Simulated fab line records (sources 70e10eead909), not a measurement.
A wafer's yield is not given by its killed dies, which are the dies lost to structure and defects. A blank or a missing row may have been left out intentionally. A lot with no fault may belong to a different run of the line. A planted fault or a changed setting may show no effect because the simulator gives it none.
A struck lot beside a sound one / flow nand harc / 12 steps out of a route of 1302
Sound: wafers L807.2, L807.5, L807.6. Struck: wafer L813.4. (L813.6 of the same lot was not struck and is left out.) The cause comes at the end.
Each step with rows lists, per side, the tool, then ch with its chambers, then its first start. Under that, the readings that differ: sound wafers / struck wafers / difference of the means / sigmas: that difference in standard deviations of wafers without a fault.
alike: same words and numbers on both sides, and readings whose means sit less than 2 such deviations apart. not compared: any withheld reading, any reading some wafer has no value for, any bound like >300 that may hide the same value, and any number with overlapping values for which the record gives no deviation.
A row with sigmas, a row that says differs or no value, or rows on one side alone: a step with any of these is where the two part. Numbers that have no deviation but don't overlap get no sigmas and don't part them. A reading missing from all wafers of one side parts the sides only when that side holds two or more wafers.

NHARC_A_BONDPAD_DEGAS_25: time 60 s.
  sound on pvd sputter-01, day 24 01:32; struck on pvd sputter-01, day 27 04:17
reading=susceptor temp C (C); sound=- - -; struck=299.85; difference=no value on the sound wafers; sigmas=
  alike: heater power w
then, 1 step without rows for these wafers: NHARC_A_BONDPAD_PRE_CLEAN_26 (time 30 s).
NHARC_A_BONDPAD_PVD_17: deposits TaN, target thk 5 nm, time 8.06 s.
  sound on pvd sputter-01; struck on pvd sputter-01
  alike: chamber pressure pa, throttle valve pct
NHARC_A_BONDPAD_PVD_27: deposits Cu, target thk 30 nm, time 20.49 s.
  sound on pvd sputter-01; struck on pvd sputter-01
  alike: chamber pressure pa, throttle valve pct
then, 1 step without rows for these wafers: NHARC_A_BONDPAD_ECD_18 (material Cu, target thk 400 nm).
NHARC_A_BONDPAD_ANNEAL_28: time 90 s.
  sound on rtp anneal-01 ch 0, day 24 02:19; struck on rtp anneal-01 ch 0, day 27 05:11
  alike: wafer_temp_C_max
NHARC_A_BONDPAD_CMP_19: polishes, t overpolish 30 s, cu recess touch 16 s, target thk 169.82 nm.
  sound on cmp-01 ch 0,1, day 24 02:39; struck on cmp-01 ch 0, day 27 05:29
  alike: motor current A, overpolish run s
NHARC_A_BONDPAD_THK_MEAS_20: measures by xrf.
  sound on film metro-01, day 24 02:56; struck on film metro-02, day 27 05:44
  alike: thk nm
then, 1 step without rows for these wafers: NHARC_A_BONDPAD_SRD_21 (time 30 s, dry time 20 s).
NHARC_A_BONDPAD_INSPECT_23:
  sound on defect inspect-01, day 24 03:11; struck on defect inspect-02, day 27 05:58
  alike: raw defect count
NHARC_HYBRID_BOND_ACTIVATE_00: chemistry N2, time 60 s.
  sound on rie diel-11 ch 0,3, day 24 03:16; struck on rie diel-08 ch 1, day 27 06:01
reading=drypump motor current A (A); sound=6.2 5.9 6.2; struck=4.8; difference=-1.3; sigmas=-3
reading=mfc ar sccm (sccm); sound=0 0 0; struck=0.029; difference=+0.029; sigmas=+2
reading=run length s (s); sound=81.5 80.9 81.3; struck=73.9; difference=-7.3; sigmas=-17
  alike: oes product au, rf vpp V, showerhead plenum p Torr
  not compared: rf hours counter h
then, 1 step without rows for these wafers: NHARC_HYBRID_BOND_PRECLEAN_01 (cleans in DIW, time 300 s).

## WHERE THEY PART
First at NHARC_A_BONDPAD_DEGAS_25; last, within this record, at NHARC_HYBRID_BOND_ACTIVATE_00.

WHY: whatever the simulator had introduced
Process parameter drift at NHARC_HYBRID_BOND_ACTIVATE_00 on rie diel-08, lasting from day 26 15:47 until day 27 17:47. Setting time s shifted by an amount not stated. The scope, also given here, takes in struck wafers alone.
